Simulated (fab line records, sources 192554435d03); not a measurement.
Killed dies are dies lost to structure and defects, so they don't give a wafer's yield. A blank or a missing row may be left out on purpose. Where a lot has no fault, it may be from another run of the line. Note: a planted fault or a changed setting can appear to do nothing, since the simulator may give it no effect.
fab line records / flow n5_finfet
record lots=15 wafers=40 last_day=14
route steps=1938 shown BEOL_M2@928 BEOL_M3@946
lots with no fault: from the same line, run without faults
start_h: hours from the record's opening day to when the first of the lot's shown wafers began / wait_h: hours from the lot's prior step to this one / " repeats the value in the row above / L1.1+2: several wafers, shown together as one row / - no value, or no start was given / * or withheld: withheld / < > ~ a bound
route shown NAME@n: a module of which the file shows steps, and the number in the route of the first / usual: average and standard deviation across the fault-free wafers / same: alike in all rows / chamber/n: place in a boat / sites: readings site by site / _std_site: the standard deviation of these / _edge_site: mean of outer sites minus mean of inner sites / radius_mm: how far each site lies from the wafer's centre / mask NAME#n: copy n / behind: tool/chamber where the wafer was last shaped / hold: the reason the lot was held/the length of the hold in hours/how it ended / device: transistor that didn't switch, given as n, p or np / end of line: the route-end tests of the same wafers / a step without rows: its recipe alone / killed: not the wafer's yield, but the dies lost to structure and defects at the first sort / map: a wafer's dies, marking killed ones x, the rest . and places with no die _
set.NAME: setting as actually run; set.NAME@STEP: the setting as run at that earlier step / model.NAME: the simulator's own value behind a step, which no gauge read
one table for each step of the route and one row for each wafer, over a sample of lots
services: a tool's chamber out of use, with start hour (start_h, from the record's first day; less than 0 if before it), hours out, and reason
## steps
# step N5_BEOL_M2_DEP_57
# recipe material=SiCN target_thk_a=80 temp_c=withheld precursor=3MS/NH3 pressure_torr=3 rf_w=202 time_s=14
# usual showerhead_plenum_p_Torr=3.661/0.011 showerhead_vpp_V=867/43 throttle_valve_pct=9.1/0.65
lot.wafer=L118.3 tool=pecvd-04 chamber=0 start_h=141.52 wait_h=0.0 showerhead_plenum_p_Torr=3.634 showerhead_vpp_V=888 throttle_valve_pct=9.0
lot.wafer=L118.5 tool=pecvd-04 chamber=1 start_h=141.52 wait_h=0.0 showerhead_plenum_p_Torr=3.673 showerhead_vpp_V=898 throttle_valve_pct=10.4
lot.wafer=L118.6 tool=pecvd-04 chamber=0 start_h=141.52 wait_h=0.0 showerhead_plenum_p_Torr=3.630 showerhead_vpp_V=901 throttle_valve_pct=9.4
lot.wafer=L117.2 tool=pecvd-02 chamber=1 start_h=141.57 wait_h=0.0 showerhead_plenum_p_Torr=3.676 showerhead_vpp_V=864 throttle_valve_pct=9.8
lot.wafer=L117.3 tool=pecvd-02 chamber=0 start_h=141.57 wait_h=0.0 showerhead_plenum_p_Torr=3.656 showerhead_vpp_V=945 throttle_valve_pct=9.2
lot.wafer=L119.2 tool=pecvd-01 chamber=2 start_h=145.88 wait_h=0.0 showerhead_plenum_p_Torr=3.654 showerhead_vpp_V=867 throttle_valve_pct=8.2
lot.wafer=L119.6 tool=pecvd-01 chamber=0 start_h=145.88 wait_h=0.0 showerhead_plenum_p_Torr=3.653 showerhead_vpp_V=814 throttle_valve_pct=9.0
lot.wafer=L120.2 tool=pecvd-02 chamber=0 start_h=156.98 wait_h=0.0 showerhead_plenum_p_Torr=3.647 showerhead_vpp_V=946 throttle_valve_pct=9.3
lot.wafer=L120.5 tool=pecvd-02 chamber=0 start_h=156.98 wait_h=0.0 showerhead_plenum_p_Torr=3.640 showerhead_vpp_V=939 throttle_valve_pct=9.1
lot.wafer=L120.6 tool=pecvd-02 chamber=1 start_h=156.98 wait_h=0.0 showerhead_plenum_p_Torr=3.675 showerhead_vpp_V=854 throttle_valve_pct=9.6
lot.wafer=L123.1 tool=pecvd-01 chamber=1 start_h=172.80 wait_h=0.0 showerhead_plenum_p_Torr=3.656 showerhead_vpp_V=840 throttle_valve_pct=10.0
lot.wafer=L123.4 tool=pecvd-01 chamber=2 start_h=172.80 wait_h=0.0 showerhead_plenum_p_Torr=3.671 showerhead_vpp_V=866 throttle_valve_pct=8.3
lot.wafer=L123.5 tool=pecvd-01 chamber=0 start_h=172.80 wait_h=0.0 showerhead_plenum_p_Torr=3.658 showerhead_vpp_V=816 throttle_valve_pct=9.1
lot.wafer=L124.4 tool=pecvd-04 chamber=0 start_h=184.45 wait_h=0.0 showerhead_plenum_p_Torr=3.638 showerhead_vpp_V=887 throttle_valve_pct=9.3
lot.wafer=L124.6 tool=pecvd-04 chamber=2 start_h=184.45 wait_h=0.0 showerhead_plenum_p_Torr=3.653 showerhead_vpp_V=855 throttle_valve_pct=8.5
lot.wafer=L126.4 tool=pecvd-02 chamber=2 start_h=187.16 wait_h=0.0 showerhead_plenum_p_Torr=3.664 showerhead_vpp_V=828 throttle_valve_pct=9.1
lot.wafer=L126.5 tool=pecvd-02 chamber=1 start_h=187.16 wait_h=0.0 showerhead_plenum_p_Torr=3.675 showerhead_vpp_V=863 throttle_valve_pct=9.4
lot.wafer=L126.6 tool=pecvd-02 chamber=2 start_h=187.16 wait_h=0.0 showerhead_plenum_p_Torr=3.673 showerhead_vpp_V=819 throttle_valve_pct=9.3
lot.wafer=L125.2 tool=pecvd-01 chamber=2 start_h=188.89 wait_h=0.0 showerhead_plenum_p_Torr=3.658 showerhead_vpp_V=872 throttle_valve_pct=8.7
lot.wafer=L125.4 tool=pecvd-01 chamber=2 start_h=188.89 wait_h=0.0 showerhead_plenum_p_Torr=3.665 showerhead_vpp_V=867 throttle_valve_pct=8.0
lot.wafer=L128.2 tool=pecvd-01 chamber=2 start_h=202.64 wait_h=0.0 showerhead_plenum_p_Torr=3.663 showerhead_vpp_V=859 throttle_valve_pct=8.2
lot.wafer=L128.3 tool=pecvd-01 chamber=0 start_h=202.64 wait_h=0.0 showerhead_plenum_p_Torr=3.661 showerhead_vpp_V=817 throttle_valve_pct=8.9
lot.wafer=L128.6 tool=pecvd-01 chamber=2 start_h=202.64 wait_h=0.0 showerhead_plenum_p_Torr=3.663 showerhead_vpp_V=876 throttle_valve_pct=8.4
lot.wafer=L130.3 tool=pecvd-01 chamber=2 start_h=212.78 wait_h=0.0 showerhead_plenum_p_Torr=3.656 showerhead_vpp_V=865 throttle_valve_pct=8.1
lot.wafer=L130.5 tool=pecvd-01 chamber=2 start_h=212.78 wait_h=0.0 showerhead_plenum_p_Torr=3.659 showerhead_vpp_V=858 throttle_valve_pct=8.0
lot.wafer=L133.1 tool=pecvd-02 chamber=0 start_h=228.30 wait_h=0.1 showerhead_plenum_p_Torr=3.644 showerhead_vpp_V=948 throttle_valve_pct=9.1
lot.wafer=L133.4 tool=pecvd-02 chamber=0 start_h=228.30 wait_h=0.1 showerhead_plenum_p_Torr=3.653 showerhead_vpp_V=939 throttle_valve_pct=9.0
lot.wafer=L133.6 tool=pecvd-02 chamber=0 start_h=228.30 wait_h=0.1 showerhead_plenum_p_Torr=3.646 showerhead_vpp_V=940 throttle_valve_pct=9.4
lot.wafer=L131.1 tool=pecvd-01 chamber=1 start_h=228.67 wait_h=0.0 showerhead_plenum_p_Torr=3.657 showerhead_vpp_V=854 throttle_valve_pct=10.1
lot.wafer=L131.2 tool=pecvd-01 chamber=0 start_h=228.67 wait_h=0.0 showerhead_plenum_p_Torr=3.648 showerhead_vpp_V=807 throttle_valve_pct=8.9
lot.wafer=L131.4 tool=pecvd-01 chamber=1 start_h=228.67 wait_h=0.0 showerhead_plenum_p_Torr=3.664 showerhead_vpp_V=858 throttle_valve_pct=10.1
lot.wafer=L137.2 tool=pecvd-02 chamber=2 start_h=253.76 wait_h=0.0 showerhead_plenum_p_Torr=3.675 showerhead_vpp_V=825 throttle_valve_pct=8.3
lot.wafer=L137.3 tool=pecvd-02 chamber=1 start_h=253.76 wait_h=0.0 showerhead_plenum_p_Torr=3.678 showerhead_vpp_V=861 throttle_valve_pct=9.7
lot.wafer=L137.5 tool=pecvd-02 chamber=2 start_h=253.76 wait_h=0.0 showerhead_plenum_p_Torr=3.667 showerhead_vpp_V=826 throttle_valve_pct=8.4
lot.wafer=L138.1 tool=pecvd-02 chamber=0 start_h=263.39 wait_h=0.0 showerhead_plenum_p_Torr=3.635 showerhead_vpp_V=960 throttle_valve_pct=8.8
lot.wafer=L138.2 tool=pecvd-02 chamber=2 start_h=263.39 wait_h=0.0 showerhead_plenum_p_Torr=3.661 showerhead_vpp_V=830 throttle_valve_pct=8.4
lot.wafer=L138.4 tool=pecvd-02 chamber=2 start_h=263.39 wait_h=0.0 showerhead_plenum_p_Torr=3.660 showerhead_vpp_V=816 throttle_valve_pct=8.7
lot.wafer=L139.2 tool=pecvd-02 chamber=1 start_h=275.83 wait_h=0.0 showerhead_plenum_p_Torr=3.677 showerhead_vpp_V=846 throttle_valve_pct=9.3
lot.wafer=L139.3 tool=pecvd-02 chamber=0 start_h=275.83 wait_h=0.0 showerhead_plenum_p_Torr=3.645 showerhead_vpp_V=943 throttle_valve_pct=9.2
lot.wafer=L139.4 tool=pecvd-02 chamber=0 start_h=275.83 wait_h=0.0 showerhead_plenum_p_Torr=3.652 showerhead_vpp_V=924 throttle_valve_pct=9.1
# step N5_BEOL_M3_INSPECT_13
# recipe mode=adi inspect_instrument=brightfield
# usual raw_defect_count=391/72
lot.wafer=L118.3 tool=defect_inspect-01 chamber=- start_h=142.77 wait_h=0.0 raw_defect_count=235
lot.wafer=L118.5 tool=defect_inspect-01 chamber=- start_h=142.77 wait_h=0.0 raw_defect_count=367
lot.wafer=L118.6 tool=defect_inspect-01 chamber=- start_h=142.77 wait_h=0.0 raw_defect_count=252
lot.wafer=L117.2 tool=defect_inspect-02 chamber=- start_h=142.93 wait_h=0.0 raw_defect_count=317
lot.wafer=L117.3 tool=defect_inspect-02 chamber=- start_h=142.93 wait_h=0.0 raw_defect_count=492
lot.wafer=L119.2 tool=defect_inspect-01 chamber=- start_h=149.24 wait_h=0.0 raw_defect_count=282
lot.wafer=L119.6 tool=defect_inspect-01 chamber=- start_h=149.24 wait_h=0.0 raw_defect_count=389
lot.wafer=L120.2 tool=defect_inspect-01 chamber=- start_h=159.30 wait_h=0.0 raw_defect_count=397
lot.wafer=L120.5 tool=defect_inspect-01 chamber=- start_h=159.30 wait_h=0.0 raw_defect_count=369
lot.wafer=L120.6 tool=defect_inspect-01 chamber=- start_h=159.30 wait_h=0.0 raw_defect_count=420
lot.wafer=L123.1 tool=defect_inspect-01 chamber=- start_h=174.31 wait_h=0.1 raw_defect_count=352
lot.wafer=L123.4 tool=defect_inspect-01 chamber=- start_h=174.31 wait_h=0.1 raw_defect_count=334
lot.wafer=L123.5 tool=defect_inspect-01 chamber=- start_h=174.31 wait_h=0.1 raw_defect_count=443
lot.wafer=L124.4 tool=defect_inspect-02 chamber=- start_h=187.30 wait_h=0.0 raw_defect_count=335
lot.wafer=L124.6 tool=defect_inspect-02 chamber=- start_h=187.30 wait_h=0.0 raw_defect_count=393
lot.wafer=L126.4 tool=defect_inspect-02 chamber=- start_h=188.98 wait_h=0.0 raw_defect_count=416
lot.wafer=L126.5 tool=defect_inspect-02 chamber=- start_h=188.98 wait_h=0.0 raw_defect_count=392
lot.wafer=L126.6 tool=defect_inspect-02 chamber=- start_h=188.98 wait_h=0.0 raw_defect_count=626
lot.wafer=L125.2 tool=defect_inspect-01 chamber=- start_h=190.30 wait_h=0.0 raw_defect_count=540
lot.wafer=L125.4 tool=defect_inspect-01 chamber=- start_h=190.30 wait_h=0.0 raw_defect_count=389
lot.wafer=L128.2 tool=defect_inspect-02 chamber=- start_h=204.72 wait_h=0.0 raw_defect_count=422
lot.wafer=L128.3 tool=defect_inspect-02 chamber=- start_h=204.72 wait_h=0.0 raw_defect_count=292
lot.wafer=L128.6 tool=defect_inspect-02 chamber=- start_h=204.72 wait_h=0.0 raw_defect_count=458
lot.wafer=L130.3 tool=defect_inspect-01 chamber=- start_h=213.81 wait_h=0.0 raw_defect_count=319
lot.wafer=L130.5 tool=defect_inspect-01 chamber=- start_h=213.81 wait_h=0.0 raw_defect_count=314
lot.wafer=L133.1 tool=defect_inspect-01 chamber=- start_h=229.49 wait_h=0.1 raw_defect_count=389
lot.wafer=L133.4 tool=defect_inspect-01 chamber=- start_h=229.49 wait_h=0.1 raw_defect_count=349
lot.wafer=L133.6 tool=defect_inspect-01 chamber=- start_h=229.49 wait_h=0.1 raw_defect_count=383
lot.wafer=L131.1 tool=defect_inspect-01 chamber=- start_h=231.02 wait_h=0.1 raw_defect_count=323
lot.wafer=L131.2 tool=defect_inspect-01 chamber=- start_h=231.02 wait_h=0.1 raw_defect_count=424
lot.wafer=L131.4 tool=defect_inspect-01 chamber=- start_h=231.02 wait_h=0.1 raw_defect_count=371
lot.wafer=L137.2 tool=defect_inspect-01 chamber=- start_h=258.23 wait_h=0.0 raw_defect_count=425
lot.wafer=L137.3 tool=defect_inspect-01 chamber=- start_h=258.23 wait_h=0.0 raw_defect_count=463
lot.wafer=L137.5 tool=defect_inspect-01 chamber=- start_h=258.23 wait_h=0.0 raw_defect_count=470
lot.wafer=L138.1 tool=defect_inspect-01 chamber=- start_h=265.25 wait_h=0.1 raw_defect_count=305
lot.wafer=L138.2 tool=defect_inspect-01 chamber=- start_h=265.25 wait_h=0.1 raw_defect_count=293
lot.wafer=L138.4 tool=defect_inspect-01 chamber=- start_h=265.25 wait_h=0.1 raw_defect_count=318
lot.wafer=L139.2 tool=defect_inspect-01 chamber=- start_h=276.73 wait_h=0.0 raw_defect_count=274
lot.wafer=L139.3 tool=defect_inspect-01 chamber=- start_h=276.73 wait_h=0.0 raw_defect_count=305
lot.wafer=L139.4 tool=defect_inspect-01 chamber=- start_h=276.73 wait_h=0.0 raw_defect_count=392
# step N5_BEOL_M3_DEVELOP_27
# recipe develop_time_s=30 developer=TMAH resist=CAR-EUV rinse_liquid=surfactant_rinse dry=air_spin dev_temp_c=23
# usual chill_plate_temp_C=23.01/0.099 develop_time_s=30/0
lot.wafer=L118.3 tool=litho_track-05 chamber=0 start_h=143.49 wait_h=- chill_plate_temp_C=22.91 develop_time_s=30
lot.wafer=L118.5 tool=litho_track-05 chamber=0 start_h=143.49 wait_h=- chill_plate_temp_C=22.86 develop_time_s=30
lot.wafer=L118.6 tool=litho_track-05 chamber=0 start_h=143.49 wait_h=- chill_plate_temp_C=23.05 develop_time_s=30
lot.wafer=L117.2 tool=litho_track-03 chamber=0 start_h=143.78 wait_h=- chill_plate_temp_C=22.80 develop_time_s=30
lot.wafer=L117.3 tool=litho_track-03 chamber=0 start_h=143.78 wait_h=- chill_plate_temp_C=22.97 develop_time_s=30
lot.wafer=L119.2 tool=litho_track-05 chamber=0 start_h=150.09 wait_h=- chill_plate_temp_C=22.98 develop_time_s=30
lot.wafer=L119.6 tool=litho_track-05 chamber=0 start_h=150.09 wait_h=- chill_plate_temp_C=22.92 develop_time_s=30
lot.wafer=L120.2 tool=litho_track-04 chamber=0 start_h=160.16 wait_h=- chill_plate_temp_C=23.05 develop_time_s=30
lot.wafer=L120.5 tool=litho_track-04 chamber=0 start_h=160.16 wait_h=- chill_plate_temp_C=23.07 develop_time_s=30
lot.wafer=L120.6 tool=litho_track-04 chamber=0 start_h=160.16 wait_h=- chill_plate_temp_C=23.08 develop_time_s=30
lot.wafer=L123.1 tool=litho_track-03 chamber=0 start_h=175.16 wait_h=- chill_plate_temp_C=23.07 develop_time_s=30
lot.wafer=L123.4 tool=litho_track-03 chamber=0 start_h=175.16 wait_h=- chill_plate_temp_C=22.99 develop_time_s=30
lot.wafer=L123.5 tool=litho_track-03 chamber=0 start_h=175.16 wait_h=- chill_plate_temp_C=22.99 develop_time_s=30
lot.wafer=L124.4 tool=litho_track-03 chamber=0 start_h=188.15 wait_h=- chill_plate_temp_C=22.89 develop_time_s=30
lot.wafer=L124.6 tool=litho_track-03 chamber=0 start_h=188.15 wait_h=- chill_plate_temp_C=23.17 develop_time_s=30
lot.wafer=L126.4 tool=litho_track-05 chamber=0 start_h=189.83 wait_h=- chill_plate_temp_C=23.07 develop_time_s=30
lot.wafer=L126.5 tool=litho_track-05 chamber=0 start_h=189.83 wait_h=- chill_plate_temp_C=23.06 develop_time_s=30
lot.wafer=L126.6 tool=litho_track-05 chamber=0 start_h=189.83 wait_h=- chill_plate_temp_C=23.00 develop_time_s=30
lot.wafer=L125.2 tool=litho_track-03 chamber=0 start_h=191.15 wait_h=- chill_plate_temp_C=22.82 develop_time_s=30
lot.wafer=L125.4 tool=litho_track-03 chamber=0 start_h=191.15 wait_h=- chill_plate_temp_C=22.97 develop_time_s=30
lot.wafer=L128.2 tool=litho_track-03 chamber=0 start_h=205.85 wait_h=- chill_plate_temp_C=23.06 develop_time_s=30
lot.wafer=L128.3 tool=litho_track-03 chamber=0 start_h=205.85 wait_h=- chill_plate_temp_C=23.08 develop_time_s=30
lot.wafer=L128.6 tool=litho_track-03 chamber=0 start_h=205.85 wait_h=- chill_plate_temp_C=23.01 develop_time_s=30
lot.wafer=L130.3 tool=litho_track-05 chamber=0 start_h=215.31 wait_h=- chill_plate_temp_C=22.99 develop_time_s=30
lot.wafer=L130.5 tool=litho_track-05 chamber=0 start_h=215.31 wait_h=- chill_plate_temp_C=22.98 develop_time_s=30
lot.wafer=L133.1 tool=litho_track-03 chamber=0 start_h=230.29 wait_h=- chill_plate_temp_C=22.95 develop_time_s=30
lot.wafer=L133.4 tool=litho_track-03 chamber=0 start_h=230.29 wait_h=- chill_plate_temp_C=23.04 develop_time_s=30
lot.wafer=L133.6 tool=litho_track-03 chamber=0 start_h=230.29 wait_h=- chill_plate_temp_C=23.00 develop_time_s=30
lot.wafer=L131.1 tool=litho_track-03 chamber=0 start_h=231.96 wait_h=- chill_plate_temp_C=23.25 develop_time_s=30
lot.wafer=L131.2 tool=litho_track-03 chamber=0 start_h=231.96 wait_h=- chill_plate_temp_C=22.96 develop_time_s=30
lot.wafer=L131.4 tool=litho_track-03 chamber=0 start_h=231.96 wait_h=- chill_plate_temp_C=23.15 develop_time_s=30
lot.wafer=L137.2 tool=litho_track-05 chamber=- start_h=259.07 wait_h=- chill_plate_temp_C=- develop_time_s=-
lot.wafer=L137.3 tool=litho_track-05 chamber=- start_h=259.07 wait_h=- chill_plate_temp_C=- develop_time_s=-
lot.wafer=L137.5 tool=litho_track-05 chamber=- start_h=259.07 wait_h=- chill_plate_temp_C=- develop_time_s=-
lot.wafer=L138.1 tool=litho_track-04 chamber=- start_h=266.16 wait_h=- chill_plate_temp_C=- develop_time_s=-
lot.wafer=L138.2 tool=litho_track-04 chamber=- start_h=266.16 wait_h=- chill_plate_temp_C=- develop_time_s=-
lot.wafer=L138.4 tool=litho_track-04 chamber=- start_h=266.16 wait_h=- chill_plate_temp_C=- develop_time_s=-
lot.wafer=L139.2 tool=litho_track-03 chamber=- start_h=277.91 wait_h=- chill_plate_temp_C=- develop_time_s=-
lot.wafer=L139.3 tool=litho_track-03 chamber=- start_h=277.91 wait_h=- chill_plate_temp_C=- develop_time_s=-
lot.wafer=L139.4 tool=litho_track-03 chamber=- start_h=277.91 wait_h=- chill_plate_temp_C=- develop_time_s=-
# step N5_BEOL_M3_CD_MEAS_28
# recipe target_cd_nm=25.7 landing_energy_ev=500 detector=se_inlens target_cd_y_nm=23.3 polarity=opening
# usual cd_nm=25.68/0.24
lot.wafer=L118.3 tool=cd_sem-03 chamber=0 start_h=143.55 wait_h=- cd_nm=25.95
lot.wafer=L118.5 tool=cd_sem-03 chamber=0 start_h=143.55 wait_h=- cd_nm=25.53
lot.wafer=L118.6 tool=cd_sem-03 chamber=0 start_h=143.55 wait_h=- cd_nm=25.87
lot.wafer=L117.2 tool=cd_sem-03 chamber=0 start_h=143.84 wait_h=- cd_nm=25.54
lot.wafer=L117.3 tool=cd_sem-03 chamber=0 start_h=143.84 wait_h=- cd_nm=25.69
lot.wafer=L119.2 tool=cd_sem-01 chamber=0 start_h=150.15 wait_h=- cd_nm=25.63
lot.wafer=L119.6 tool=cd_sem-01 chamber=0 start_h=150.15 wait_h=- cd_nm=25.79
lot.wafer=L120.2 tool=cd_sem-03 chamber=0 start_h=160.22 wait_h=- cd_nm=25.85
lot.wafer=L120.5 tool=cd_sem-03 chamber=0 start_h=160.22 wait_h=- cd_nm=25.64
lot.wafer=L120.6 tool=cd_sem-03 chamber=0 start_h=160.22 wait_h=- cd_nm=25.55
lot.wafer=L123.1 tool=cd_sem-03 chamber=0 start_h=175.22 wait_h=- cd_nm=25.67
lot.wafer=L123.4 tool=cd_sem-03 chamber=0 start_h=175.22 wait_h=- cd_nm=25.52
lot.wafer=L123.5 tool=cd_sem-03 chamber=0 start_h=175.22 wait_h=- cd_nm=25.49
lot.wafer=L124.4 tool=cd_sem-02 chamber=0 start_h=188.21 wait_h=- cd_nm=25.84
lot.wafer=L124.6 tool=cd_sem-02 chamber=0 start_h=188.21 wait_h=- cd_nm=25.80
lot.wafer=L126.4 tool=cd_sem-02 chamber=0 start_h=189.89 wait_h=- cd_nm=25.71
lot.wafer=L126.5 tool=cd_sem-02 chamber=0 start_h=189.89 wait_h=- cd_nm=25.80
lot.wafer=L126.6 tool=cd_sem-02 chamber=0 start_h=189.89 wait_h=- cd_nm=25.55
lot.wafer=L125.2 tool=cd_sem-03 chamber=0 start_h=191.21 wait_h=- cd_nm=25.77
lot.wafer=L125.4 tool=cd_sem-03 chamber=0 start_h=191.21 wait_h=- cd_nm=25.42
lot.wafer=L128.2 tool=cd_sem-02 chamber=0 start_h=205.91 wait_h=- cd_nm=25.77
lot.wafer=L128.3 tool=cd_sem-02 chamber=0 start_h=205.91 wait_h=- cd_nm=25.71
lot.wafer=L128.6 tool=cd_sem-02 chamber=0 start_h=205.91 wait_h=- cd_nm=25.50
lot.wafer=L130.3 tool=cd_sem-03 chamber=0 start_h=215.37 wait_h=- cd_nm=25.64
lot.wafer=L130.5 tool=cd_sem-03 chamber=0 start_h=215.37 wait_h=- cd_nm=25.49
lot.wafer=L133.1 tool=cd_sem-01 chamber=0 start_h=230.35 wait_h=- cd_nm=25.37
lot.wafer=L133.4 tool=cd_sem-01 chamber=0 start_h=230.35 wait_h=- cd_nm=25.39
lot.wafer=L133.6 tool=cd_sem-01 chamber=0 start_h=230.35 wait_h=- cd_nm=25.35
lot.wafer=L131.1 tool=cd_sem-02 chamber=0 start_h=232.02 wait_h=- cd_nm=25.29
lot.wafer=L131.2 tool=cd_sem-02 chamber=0 start_h=232.02 wait_h=- cd_nm=25.47
lot.wafer=L131.4 tool=cd_sem-02 chamber=0 start_h=232.02 wait_h=- cd_nm=25.80
lot.wafer=L137.2 tool=cd_sem-03 chamber=0 start_h=259.13 wait_h=- cd_nm=-
lot.wafer=L137.3 tool=cd_sem-03 chamber=0 start_h=259.13 wait_h=- cd_nm=-
lot.wafer=L137.5 tool=cd_sem-03 chamber=0 start_h=259.13 wait_h=- cd_nm=-
lot.wafer=L138.1 tool=cd_sem-03 chamber=0 start_h=266.22 wait_h=- cd_nm=-
lot.wafer=L138.2 tool=cd_sem-03 chamber=0 start_h=266.22 wait_h=- cd_nm=-
lot.wafer=L138.4 tool=cd_sem-03 chamber=0 start_h=266.22 wait_h=- cd_nm=-
lot.wafer=L139.2 tool=cd_sem-03 chamber=0 start_h=277.97 wait_h=- cd_nm=-
lot.wafer=L139.3 tool=cd_sem-03 chamber=0 start_h=277.97 wait_h=- cd_nm=-
lot.wafer=L139.4 tool=cd_sem-03 chamber=0 start_h=277.97 wait_h=- cd_nm=-
## services
tool=litho_track-03 chamber=- start_h=117.53 hours=- kind=consumable_replace:filter
tool=pecvd-04 chamber=- start_h=135.85 hours=0.9 kind=repair
tool=pecvd-04 chamber=1 start_h=148.80 hours=8.8 kind=repair
tool=pecvd-01 chamber=0 start_h=155.28 hours=4.9 kind=repair
tool=pecvd-04 chamber=- start_h=157.10 hours=2.5 kind=repair
tool=pecvd-04 chamber=- start_h=166.30 hours=2.6 kind=repair
tool=litho_track-05 chamber=- start_h=174.79 hours=- kind=consumable_replace:filter
tool=pecvd-02 chamber=0 start_h=180.51 hours=9.0 kind=repair
tool=litho_track-05 chamber=- start_h=190.91 hours=- kind=consumable_replace:filter
tool=pecvd-02 chamber=- start_h=191.19 hours=0.5 kind=repair
tool=pecvd-01 chamber=- start_h=191.75 hours=2.8 kind=pm
tool=pecvd-02 chamber=2 start_h=202.38 hours=- kind=clean
tool=pecvd-02 chamber=2 start_h=202.38 hours=- kind=consumable_replace:showerhead
tool=pecvd-02 chamber=2 start_h=202.38 hours=29.0 kind=scheduled_down
tool=pecvd-02 chamber=2 start_h=202.38 hours=29.0 kind=vent_cycle
tool=pecvd-01 chamber=0 start_h=207.62 hours=2.1 kind=scheduled_down
tool=pecvd-02 chamber=1 start_h=226.80 hours=2.1 kind=scheduled_down
tool=pecvd-04 chamber=1 start_h=236.36 hours=2.1 kind=scheduled_down
tool=pecvd-04 chamber=- start_h=238.23 hours=0.5 kind=repair
tool=litho_track-05 chamber=- start_h=239.93 hours=- kind=consumable_replace:filter
tool=pecvd-02 chamber=- start_h=250.62 hours=2.8 kind=pm
tool=pecvd-04 chamber=0 start_h=251.52 hours=12.3 kind=repair
tool=pecvd-01 chamber=0 start_h=267.75 hours=5.5 kind=scheduled_down
## key
first_sign step=N5_BEOL_M3_DEVELOP_27 reading=tool_record direction=missing
effect none on later readings
met_at N5_BEOL_M3_DEVELOP_27
struck_lots L137,L138,L139
later_rows_left_out L137.2,L137.3,L137.5,L138.1,L138.2,L138.4,L139.2,L139.3,L139.4
sort_left_out L137.2,L137.3,L137.5,L138.1,L138.2,L138.4,L139.2,L139.3,L139.4
not_acting_at N5_BEOL_M2_DEP_57,N5_BEOL_M3_INSPECT_13,N5_BEOL_M3_CD_MEAS_28
onset_between 231.96 259.07
fault kind=skipped_step_whole tool=litho_track-03,litho_track-04,litho_track-05 chamber=- onset_h=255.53 steps=N5_BEOL_M3_DEVELOP_27 scope=struck_lots_only
# sort_left_out: the simulated sort isn't trusted on such a fault, so these wafers' sort isn't shown, and their yield isn't known
# later_rows_left_out: the simulator's readings of these wafers behind a module that went badly wrong aren't trusted and aren't shown, but for the sort
